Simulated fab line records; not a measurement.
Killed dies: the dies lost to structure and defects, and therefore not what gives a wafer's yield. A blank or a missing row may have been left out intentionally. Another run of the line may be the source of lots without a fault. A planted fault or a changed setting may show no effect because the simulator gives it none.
Chamber matching / flow nandHarc / NHARC_A_WL_FILL_STRIP_29 on rieDiel-13: 4 sister chambers
The step strips in O2, time 20 s. 8 wafers are shown with their chamber, then 8 later ones without.

## WAFERS WITH THEIR CHAMBER
wafer=L074.4; chamber=2; drypumpMotorCurrentA (A)=5.7; chamberPressureMTorr (mTorr)=59.97
wafer=L079.6; chamber=0; drypumpMotorCurrentA (A)=5.6; chamberPressureMTorr (mTorr)=60.01
wafer=L081.2; chamber=3; drypumpMotorCurrentA (A)=6.1; chamberPressureMTorr (mTorr)=60.06
wafer=L081.5; chamber=1; drypumpMotorCurrentA (A)=6.5; chamberPressureMTorr (mTorr)=59.96
wafer=L082.1; chamber=0; drypumpMotorCurrentA (A)=5.6; chamberPressureMTorr (mTorr)=60.03
wafer=L082.4; chamber=2; drypumpMotorCurrentA (A)=5.8; chamberPressureMTorr (mTorr)=60.06
wafer=L082.5; chamber=1; drypumpMotorCurrentA (A)=6.5; chamberPressureMTorr (mTorr)=59.93
wafer=L086.2; chamber=3; drypumpMotorCurrentA (A)=6.1; chamberPressureMTorr (mTorr)=59.97

## WAFERS WITHOUT THEIR CHAMBER
wafer=L086.4; drypumpMotorCurrentA (A)=6.5; chamberPressureMTorr (mTorr)=60.08
wafer=L086.6; drypumpMotorCurrentA (A)=5.7; chamberPressureMTorr (mTorr)=59.93
wafer=L091.1; drypumpMotorCurrentA (A)=6.5; chamberPressureMTorr (mTorr)=59.96
wafer=L091.2; drypumpMotorCurrentA (A)=5.6; chamberPressureMTorr (mTorr)=60.05
wafer=L091.3; drypumpMotorCurrentA (A)=5.7; chamberPressureMTorr (mTorr)=60.04
wafer=L095.2; drypumpMotorCurrentA (A)=6.5; chamberPressureMTorr (mTorr)=59.97
wafer=L095.5; drypumpMotorCurrentA (A)=5.6; chamberPressureMTorr (mTorr)=60.05
wafer=L095.6; drypumpMotorCurrentA (A)=6.1; chamberPressureMTorr (mTorr)=60.01

## WHICH CHAMBER EACH ONE RAN IN
wafer=L086.4; from the rows above=1; in truth=1
wafer=L086.6; from the rows above=can't be placed: 2 or 0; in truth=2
wafer=L091.1; from the rows above=1; in truth=1
wafer=L091.2; from the rows above=0; in truth=0
wafer=L091.3; from the rows above=can't be placed: 2 or 0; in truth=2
wafer=L095.2; from the rows above=1; in truth=1
wafer=L095.5; from the rows above=0; in truth=0
wafer=L095.6; from the rows above=3; in truth=3
Correct placement for 6 of the 8. Cannot be placed on the basis of these rows: 2; the candidates contain the true chamber in 2. 0 placed wrongly.
How it was worked out, from the rows above alone: a wafer's distance from a chamber is the root of the sum, over the readings, of the square of ((its reading less the chamber's mean) divided by the reading's scatter). If the next closest chamber is less than 2 further off than the closest, the wafer can't be placed; otherwise it belongs to the closest. The mean given for a chamber averages the wafers shown for that chamber. The scatter is the square root of a quotient: the sum, over the shown wafers, of each reading's squared deviation from its chamber's mean, divided by wafers minus chambers.
